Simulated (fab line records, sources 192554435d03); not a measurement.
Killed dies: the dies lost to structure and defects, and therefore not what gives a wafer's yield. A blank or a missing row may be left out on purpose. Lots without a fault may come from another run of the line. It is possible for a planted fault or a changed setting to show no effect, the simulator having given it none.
Chamber matching || flow n5-finfet || 4 sister chambers for N5_ILD0_ALD_15 on ald-sin-02
The step deposits SiNx, target thk 24 nm, pulse time 1 s, ald cycles 480. 7 wafers are shown with their chamber, then 9 later ones without.

## WAFERS, EACH WITH ITS CHAMBER
{"wafer": "L085.3", "chamber": 2, "heater-power-outer-w (W)": 402, "heater-power-w (W)": 676}
{"wafer": "L085.6", "chamber": 2, "heater-power-outer-w (W)": 403, "heater-power-w (W)": 671}
{"wafer": "L089.3", "chamber": 0, "heater-power-outer-w (W)": 496, "heater-power-w (W)": 804}
{"wafer": "L089.6", "chamber": 1, "heater-power-outer-w (W)": 549, "heater-power-w (W)": 919}
{"wafer": "L093.3", "chamber": 3, "heater-power-outer-w (W)": 483, "heater-power-w (W)": 790}
{"wafer": "L093.4", "chamber": 1, "heater-power-outer-w (W)": 556, "heater-power-w (W)": 946}
{"wafer": "L093.6", "chamber": 3, "heater-power-outer-w (W)": 487, "heater-power-w (W)": 798}

## WAFERS WITHOUT THEIR CHAMBER
{"wafer": "L094.1", "heater-power-outer-w (W)": 504, "heater-power-w (W)": 774}
{"wafer": "L094.4", "heater-power-outer-w (W)": 416, "heater-power-w (W)": 682}
{"wafer": "L094.5", "heater-power-outer-w (W)": 504, "heater-power-w (W)": 802}
{"wafer": "L096.1", "heater-power-outer-w (W)": 416, "heater-power-w (W)": 688}
{"wafer": "L096.5", "heater-power-outer-w (W)": 409, "heater-power-w (W)": 684}
{"wafer": "L096.6", "heater-power-outer-w (W)": 554, "heater-power-w (W)": 911}
{"wafer": "L097.4", "heater-power-outer-w (W)": 400, "heater-power-w (W)": 675}
{"wafer": "L097.5", "heater-power-outer-w (W)": 481, "heater-power-w (W)": 818}
{"wafer": "L097.6", "heater-power-outer-w (W)": 407, "heater-power-w (W)": 665}

## CHAMBER TAKEN BY EACH
{"wafer": "L094.1", "from the rows above": 0, "in truth": 0}
{"wafer": "L094.4", "from the rows above": 2, "in truth": 2}
{"wafer": "L094.5", "from the rows above": 0, "in truth": 0}
{"wafer": "L096.1", "from the rows above": 2, "in truth": 2}
{"wafer": "L096.5", "from the rows above": 2, "in truth": 2}
{"wafer": "L096.6", "from the rows above": 1, "in truth": 1}
{"wafer": "L097.4", "from the rows above": 2, "in truth": 2}
{"wafer": "L097.5", "from the rows above": 3, "in truth": 3}
{"wafer": "L097.6", "from the rows above": 2, "in truth": 2}
Correct placement for 9 of the 9. Not placeable from these rows: 0. 0 placed wrongly.
How it was worked out, from the rows above alone: a wafer's distance from a chamber is the root of the sum, over the readings, of the square of ((its reading less the chamber's mean) divided by the reading's scatter). The wafer belongs to the nearest chamber; if the next one is less than 2 further off, it can't be placed. The mean given for a chamber averages the wafers shown for that chamber. The scatter is the square root of a quotient: the sum, over the shown wafers, of each reading's squared deviation from its chamber's mean, divided by wafers minus chambers.
